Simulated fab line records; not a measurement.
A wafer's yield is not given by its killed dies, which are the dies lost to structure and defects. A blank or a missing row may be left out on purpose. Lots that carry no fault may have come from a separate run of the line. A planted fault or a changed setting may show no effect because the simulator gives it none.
Chamber matching || flow nand-harc || NHARC_A_STAIRCASE_ETCH_225 on rie-diel-04 has 4 sister chambers
The step etches the open film in C4F8/O2, target depth 100 nm, time 40.5 s. 16 wafers are shown with their chamber, then 8 later ones without.

## EACH WAFER AND ITS CHAMBER
{"wafer": "L695.2", "chamber": 1, "rf-vpp-V (V)": 891, "oes-product-au (a.u.)": 0.959}
{"wafer": "L695.4", "chamber": 0, "rf-vpp-V (V)": 888, "oes-product-au (a.u.)": 0.957}
{"wafer": "L695.6", "chamber": 3, "rf-vpp-V (V)": 902, "oes-product-au (a.u.)": 0.940}
{"wafer": "L697.2", "chamber": 2, "rf-vpp-V (V)": 893, "oes-product-au (a.u.)": 0.967}
{"wafer": "L697.3", "chamber": 1, "rf-vpp-V (V)": 892, "oes-product-au (a.u.)": 0.953}
{"wafer": "L697.5", "chamber": 2, "rf-vpp-V (V)": 893, "oes-product-au (a.u.)": 0.961}
{"wafer": "L696.1", "chamber": 1, "rf-vpp-V (V)": 891, "oes-product-au (a.u.)": 0.938}
{"wafer": "L696.3", "chamber": 0, "rf-vpp-V (V)": 889, "oes-product-au (a.u.)": 0.937}
{"wafer": "L696.6", "chamber": 2, "rf-vpp-V (V)": 894, "oes-product-au (a.u.)": 0.937}
{"wafer": "L698.1", "chamber": 3, "rf-vpp-V (V)": 901, "oes-product-au (a.u.)": 0.947}
{"wafer": "L698.3", "chamber": 1, "rf-vpp-V (V)": 892, "oes-product-au (a.u.)": 0.944}
{"wafer": "L698.5", "chamber": 3, "rf-vpp-V (V)": 900, "oes-product-au (a.u.)": 0.941}
{"wafer": "L704.2", "chamber": 2, "rf-vpp-V (V)": 894, "oes-product-au (a.u.)": 0.929}
{"wafer": "L704.3", "chamber": 0, "rf-vpp-V (V)": 887, "oes-product-au (a.u.)": 0.933}
{"wafer": "L704.4", "chamber": 0, "rf-vpp-V (V)": 889, "oes-product-au (a.u.)": 0.950}
{"wafer": "L710.3", "chamber": 3, "rf-vpp-V (V)": 900, "oes-product-au (a.u.)": 0.951}

SIGNATURES (means of the wafers above)
{"reading": "rf-vpp-V", "chamber 0": 888.25, "chamber 1": 891.50, "chamber 2": 893.50, "chamber 3": 900.75, "scatter within a chamber": 0.791}
{"reading": "oes-product-au", "chamber 0": 0.94425, "chamber 1": 0.94850, "chamber 2": 0.94850, "chamber 3": 0.94475, "scatter within a chamber": 0.012}
Rule: distance of a wafer from a chamber = root of the sum over the readings of ((wafer's reading minus chamber's mean) / reading's scatter) squared. If the next closest chamber is less than 2 further off than the closest, the wafer can't be placed; otherwise it belongs to the closest. The scatter is the square root of a quotient: the sum, over the shown wafers, of each reading's squared deviation from its chamber's mean, divided by wafers minus chambers.

## WAFERS WITH NO CHAMBER GIVEN
{"wafer": "L710.4", "rf-vpp-V (V)": 892, "oes-product-au (a.u.)": 0.939}
{"wafer": "L710.5", "rf-vpp-V (V)": 888, "oes-product-au (a.u.)": 0.950}
{"wafer": "L705.2", "rf-vpp-V (V)": 888, "oes-product-au (a.u.)": 0.931}
{"wafer": "L705.3", "rf-vpp-V (V)": 891, "oes-product-au (a.u.)": 0.946}
{"wafer": "L705.4", "rf-vpp-V (V)": 894, "oes-product-au (a.u.)": 0.932}
{"wafer": "L709.1", "rf-vpp-V (V)": 893, "oes-product-au (a.u.)": 0.952}
{"wafer": "L709.3", "rf-vpp-V (V)": 888, "oes-product-au (a.u.)": 0.946}
{"wafer": "L709.6", "rf-vpp-V (V)": 891, "oes-product-au (a.u.)": 0.946}

## WHICH CHAMBER EACH ONE RAN IN
{"wafer": "L710.4", "from the rows above": "can't be placed: 1 or 2", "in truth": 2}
{"wafer": "L710.5", "from the rows above": 0, "in truth": 0}
{"wafer": "L705.2", "from the rows above": 0, "in truth": 0}
{"wafer": "L705.3", "from the rows above": 1, "in truth": 1}
{"wafer": "L705.4", "from the rows above": "can't be placed: 2 or 1", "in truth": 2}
{"wafer": "L709.1", "from the rows above": "can't be placed: 2 or 1", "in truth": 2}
{"wafer": "L709.3", "from the rows above": 0, "in truth": 0}
{"wafer": "L709.6", "from the rows above": 1, "in truth": 1}
Correct placement for 5 of the 8. Cannot be placed on the basis of these rows: 3; the candidates contain the true chamber in 3. 0 placed wrongly.
